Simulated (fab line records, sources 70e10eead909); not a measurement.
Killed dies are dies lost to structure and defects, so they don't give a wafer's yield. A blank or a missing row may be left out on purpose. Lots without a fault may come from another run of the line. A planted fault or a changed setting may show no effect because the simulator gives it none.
fab line records | flow nand_harc | part 2 of 2: steps 5 to 6 of 6
record lots=19 wafers=57 last_day=25
route steps=1159 shown A_CHANNEL_FILL_D1@509 A_STAIRCASE@580
lots that met no fault: from a run of the same line without faults
start_h: hours from the record's first day to the start of the lot's first wafer shown | wait_h: hours since the lot's step before | " the same as in the row above | L1.1+2: a row that stands for several wafers | - no value, or no start given | * or withheld: withheld | < > ~ a bound
route shown NAME@n: a module of which the file shows steps, and the number in the route of the first | usual: mean/standard deviation of fault-free wafers | same: alike in all rows | chamber/n: place in a boat | sites: the reading at each site | _std_site: their standard deviation | _edge_site: outer sites' mean less inner sites' | radius_mm: how far each site lies from the wafer's centre | mask NAME#n: copy n | behind: the tool/chamber that last shaped the wafer | hold: why the lot was held/for how many hours/how that ended | device: the transistor (n, p or np) that didn't switch | end of line: the same wafers' tests at the end of the route | a step without rows: its recipe alone | killed: dies lost to structure and defects at the first sort, not the wafer's yield | map: a wafer's dies, x killed, . not, _ none there
set.NAME: the setting as run; set.NAME@STEP: as run at that earlier step | model.NAME: the simulator's own value behind a step, which no gauge read
steps of the route over a sample of lots; a table a step, a row a wafer
services: from which hour (start_h, from the record's first day; less than 0 if before it) a tool's chamber was out of use, for how many hours, and why
## steps
# step NHARC_A_STAIRCASE_TRIM_198
# recipe time_s=211.2 o2_flow_sccm=500 ar_flow_sccm=0 bias_w=0 chemistry=O2
# usual chamber_pressure_mTorr=60.00/0.063 drypump_motor_current_A=5.5/0.48 oes_product_au=0.998/0.0074 rf_vpp_V=57.7/0.93 showerhead_plenum_p_Torr=3.51/0.15 throttle_valve_pct=17.037/0.0095
# same time_s=211.2
# columns lot.wafer tool chamber start_h wait_h chamber_pressure_mTorr drypump_motor_current_A oes_product_au rf_hours_counter_h rf_vpp_V showerhead_plenum_p_Torr throttle_valve_pct
L077.4 rie_diel-08 1 - - 59.89 6.4 1.008 46 57.2 3.43 17.044
L077.3 " 3 " " 60.00 5.5 1.002 50 57.1 3.31 17.029
L077.6 " 0 " " 59.98 5.9 1.010 - 58.8 3.31 17.036
L075.4 rie_diel-08 1 - - 59.98 6.4 0.985 47 57.9 3.43 17.042
L075.2 " 2 " " 60.02 5.2 0.998 49 59.3 3.78 17.031
L075.6 " 2 " " 60.13 5.2 0.993 - 56.9 3.78 17.029
L076.1 rie_diel-08 2 - - 59.98 5.2 0.999 51 58.0 3.78 17.024
L076.2 " 0 " " 59.99 5.9 0.986 51 58.4 3.31 17.043
L076.6 " 2 " " 59.95 5.2 0.993 - 60.0 3.78 17.026
L078.4 rie_diel-01 2 - - 60.02 4.8 1.005 44 58.3 3.58 17.036
L078.3 " 0 " " 59.98 5.8 0.996 30 57.1 3.67 17.045
L078.5 " 1 " " 59.97 5.5 0.995 - 57.6 3.35 17.031
L080.2 rie_diel-01 2 - - 60.02 4.8 0.992 48 58.4 3.58 17.025
L080.3 " 3 " " 59.98 5.2 0.997 36 58.4 3.68 17.055
L080.1 " 1 " " 60.09 5.5 1.000 46 56.5 3.34 17.040
L082.3 rie_diel-08 0 - - 60.06 5.9 0.993 59 57.1 3.31 17.031
L082.2 " 1 " " 60.05 6.4 0.987 58 58.5 3.42 17.037
L082.6 " 3 " " 60.01 5.5 0.994 - 58.2 3.30 17.043
L081.1 rie_diel-04 2 - - 60.05 5.4 0.998 58 57.4 3.50 17.035
L081.4 " 2 " " 59.95 5.4 1.002 - 57.4 3.50 17.025
L081.6 " 0 " " 60.08 6.0 0.999 - 58.8 3.61 17.026
L084.1 rie_diel-01 3 - - 59.98 5.2 0.988 47 59.6 3.68 17.051
L084.4 " 0 " " 60.10 5.8 0.981 42 57.8 3.67 17.021
L084.6 " 2 " " 59.99 4.8 0.991 - 57.0 3.57 17.027
L083.4 rie_diel-01 1 - - 59.99 5.5 0.982 59 56.2 3.34 17.044
L083.2 " 2 " " 59.96 4.8 0.989 62 57.4 3.57 17.054
L083.5 " 1 " " 60.11 5.5 0.984 - 58.6 3.34 17.033
L087.4 rie_diel-04 3 - - 60.07 6.7 0.996 5 56.5 3.38 17.019
L087.1 " 1 " " 59.95 5.0 0.999 4 57.9 3.49 17.049
L087.5 " 3 " " 60.01 6.7 0.998 - 56.7 3.38 17.036
L085.1 rie_diel-01 1 - - 60.08 5.4 1.009 0 57.7 3.34 17.030
L085.3 " 3 " " 60.30 5.2 0.994 0 58.1 3.67 17.015
L085.6 " 0 " " 59.94 5.8 0.987 - 58.1 3.66 17.049
L088.4 rie_diel-04 2 - - 59.90 5.4 0.991 13 56.3 3.49 17.025
L088.3 " 3 " " 60.04 6.7 0.995 9 56.8 3.38 17.052
L088.5 " 1 " " 59.99 5.0 0.991 - 57.8 3.49 17.022
L091.2 rie_diel-01 1 - - 60.03 5.5 1.006 7 57.9 3.33 17.039
L091.4 " 2 " " 60.01 4.8 0.999 6 59.5 3.57 17.027
L091.6 " 2 " " 60.01 4.8 0.997 - 57.2 3.57 17.041
L092.3 rie_diel-01 3 - - 59.92 5.2 1.004 6 58.2 3.67 17.035
L092.2 " 0 " " 60.07 5.8 0.994 7 58.0 3.66 17.030
L092.6 " 1 " " 60.03 5.5 0.996 - 57.2 3.33 17.052
L093.2 rie_diel-08 2 - - 59.92 5.2 1.008 19 57.2 3.76 17.036
L093.3 " 0 " " 60.06 5.9 1.003 21 58.9 3.29 17.042
L093.4 " 3 " " 60.03 5.5 1.002 - 58.5 3.29 17.036
L094.4 rie_diel-01 3 - - 60.03 5.2 0.986 11 59.1 3.67 17.040
L094.5 " 2 " " 59.95 4.8 0.992 - 57.3 3.57 17.061
L094.6 " 3 " " 59.92 5.2 0.991 - 58.2 3.67 17.042
L095.2 rie_diel-01 2 - - 59.98 4.8 1.001 12 58.2 3.56 17.049
L095.6 " 0 " " 60.03 5.8 1.004 - 57.2 3.66 17.042
L095.5 " 1 " " 59.97 5.5 0.994 - 57.7 3.33 17.054
L097.4 rie_diel-08 0 - - 59.95 5.9 0.991 29 56.3 3.29 17.045
L097.3 " 1 " " 60.02 6.4 0.998 23 58.6 3.41 17.027
L097.6 " 3 " " 60.10 5.5 0.996 - 58.8 3.28 17.043
L096.4 rie_diel-01 2 - - 59.95 4.8 1.008 19 57.4 3.56 17.026
L096.3 " 3 " " 60.02 5.2 1.001 19 55.2 3.66 17.034
L096.5 " 2 " " 60.04 4.8 1.005 - 56.8 3.56 17.034
# step NHARC_A_STAIRCASE_TRIM_226
# recipe time_s=211.2 o2_flow_sccm=500 ar_flow_sccm=0 bias_w=0 chemistry=O2
# usual chamber_pressure_mTorr=60.01/0.058 drypump_motor_current_A=5.5/0.5 oes_product_au=0.998/0.0073 rf_vpp_V=57.7/0.88 showerhead_plenum_p_Torr=3.52/0.14 throttle_valve_pct=17.037/0.0092
# same time_s=211.2
# columns lot.wafer tool chamber start_h wait_h chamber_pressure_mTorr drypump_motor_current_A oes_product_au rf_hours_counter_h rf_vpp_V showerhead_plenum_p_Torr throttle_valve_pct
L077.4 rie_diel-04 1 - - 59.97 5.0 0.989 54 56.6 3.50 17.024
L077.3 " 2 " " 59.95 5.4 1.006 47 56.2 3.51 17.062
L077.6 " 1 " " 59.95 5.0 1.001 - 58.0 3.50 17.020
L075.2 rie_diel-08 3 - - 59.96 5.5 1.000 53 58.5 3.30 17.051
L075.4 " 1 " " 60.03 6.4 0.997 49 56.5 3.43 17.039
L075.6 " 2 " " 60.08 5.2 0.991 - 58.3 3.78 17.043
L076.2 rie_diel-01 3 - - 60.06 5.2 1.002 34 58.8 3.68 17.042
L076.1 " 0 " " 60.01 5.8 0.988 31 56.6 3.67 17.058
L076.6 " 3 " " 59.86 5.2 0.998 - 59.4 3.68 17.029
L078.3 rie_diel-04 1 - - 60.04 5.0 0.993 56 59.3 3.50 17.035
L078.4 " 0 " " 60.02 5.9 0.995 - 57.8 3.61 17.044
L078.5 " 2 " " 60.06 5.4 0.991 - 56.8 3.51 17.045
L080.3 rie_diel-04 1 - - 60.00 5.0 0.989 60 57.4 3.50 17.031
L080.2 " 2 " " 60.00 5.4 0.990 53 58.9 3.50 17.028
L080.1 " 0 " " 60.03 5.9 0.994 59 56.4 3.61 17.031
L082.2 rie_diel-08 0 - - 60.08 5.9 1.000 60 58.9 3.31 17.047
L082.3 " 2 " " 60.01 5.2 1.014 63 57.5 3.77 17.046
L082.6 " 3 " " 60.09 5.5 0.995 - 57.4 3.30 17.038
L081.1 rie_diel-01 1 - - 60.06 5.5 0.990 56 56.8 3.34 17.051
L081.4 " 2 " " 60.09 4.8 0.995 59 57.0 3.58 17.025
L081.6 " 1 " " 60.01 5.5 0.995 - 57.5 3.34 17.041
L084.4 rie_diel-01 3 - - 60.03 5.2 1.003 48 58.0 3.68 17.048
L084.1 " 1 " " 60.01 5.5 0.995 59 56.5 3.34 17.028
L084.6 " 3 " " 59.96 5.2 0.997 - 58.2 3.68 17.035
L083.2 rie_diel-04 2 - - 59.92 5.4 0.998 2 57.8 3.50 17.038
L083.5 " 0 " " 59.95 5.9 0.997 - 57.4 3.60 17.032
L083.4 " 1 " " 59.93 5.0 1.000 - 57.4 3.50 17.042
L087.1 rie_diel-08 0 - - 60.07 5.9 0.994 7 57.9 3.30 17.031
L087.4 " 2 " " 60.12 5.2 1.011 6 58.0 3.76 17.029
L087.5 " 3 " " 60.05 5.5 1.006 - 56.3 3.29 17.033
L088.4 rie_diel-04 2 - - 60.13 5.4 1.000 15 57.1 3.49 17.035
L088.3 " 0 " " 59.96 5.9 1.008 15 58.3 3.60 17.040
L088.5 " 3 " " 60.06 6.7 0.995 - 57.4 3.38 17.042
L085.1 rie_diel-01 3 - - 60.08 5.2 1.006 2 58.6 3.67 17.053
L085.3 " 1 " " 59.98 5.5 0.998 3 56.6 3.33 17.018
L085.6 " 0 " " 60.09 5.8 0.997 - 59.0 3.66 17.023
L091.2 rie_diel-01 1 - - 60.04 5.5 0.996 8 57.8 3.33 17.052
L091.4 " 2 " " 59.91 4.8 1.001 7 57.8 3.57 17.050
L091.6 " 0 " " 59.91 5.8 0.992 - 58.7 3.66 17.025
L092.3 rie_diel-01 2 - - 60.05 4.8 1.010 7 57.6 3.57 17.013
L092.2 " 0 " " 60.07 5.8 0.990 9 57.1 3.66 17.038
L092.6 " 2 " " 59.95 4.8 1.001 - 58.7 3.57 17.026
L093.2 rie_diel-04 0 - - 60.00 6.0 0.998 27 58.8 3.59 17.036
L093.3 " 1 " " 60.04 5.0 1.001 20 57.4 3.49 17.038
L093.4 " 2 " " 60.09 5.4 1.000 25 58.3 3.49 17.037
L094.4 rie_diel-04 3 - - 59.99 6.7 1.012 23 57.8 3.37 17.041
L094.6 " 0 " " 59.99 6.0 1.010 - 58.7 3.59 17.029
L094.5 " 1 " " 59.94 5.0 1.009 - 57.4 3.49 17.028
L095.2 rie_diel-01 2 - - 59.89 4.8 0.994 12 57.5 3.56 17.032
L095.5 " 2 " " 59.98 4.9 1.000 - 57.7 3.56 17.051
L095.6 " 3 " " 60.04 5.2 0.988 - 56.7 3.67 17.021
L097.3 rie_diel-01 2 - - 59.99 4.9 1.003 17 56.6 3.56 17.039
L097.4 " 3 " " 60.05 5.2 0.995 17 59.8 3.66 17.032
L097.6 " 1 " " 59.98 5.5 1.004 - 57.0 3.33 17.019
L096.4 rie_diel-08 1 - - 60.04 6.4 1.009 28 56.6 3.41 17.035
L096.3 " 2 " " 60.03 5.2 0.998 33 58.0 3.75 17.039
L096.5 " 1 " " 60.01 6.4 1.002 - 57.4 3.40 17.036
## services
# columns tool chamber start_h hours kind
rie_diel-01 0 220.86 - clean
rie_diel-01 1 220.86 - clean
rie_diel-01 2 220.86 - clean
rie_diel-01 3 220.86 - clean
rie_diel-04 2 230.12 1.6 repair
rie_diel-01 0 245.36 - clean
rie_diel-01 1 245.36 - clean
rie_diel-01 2 245.36 - clean
rie_diel-01 3 245.36 - clean
rie_diel-04 3 257.33 51.6 repair
rie_diel-13 2 259.22 2.6 repair
rie_diel-01 0 269.86 - clean
rie_diel-01 1 269.86 - clean
rie_diel-01 2 269.86 - clean
rie_diel-01 3 269.86 - clean
rie_diel-13 - 276.00 9.0 pm
rie_diel-02 0 283.88 4.5 repair
rie_diel-01 0 294.36 - clean
rie_diel-01 1 294.36 - clean
rie_diel-08 - 302.10 9.0 pm
rie_diel-04 1 307.14 9.6 repair
rie_diel-01 - 315.57 9.0 pm
rie_diel-02 - 327.70 9.0 pm
rie_diel-08 1 346.30 13.8 repair
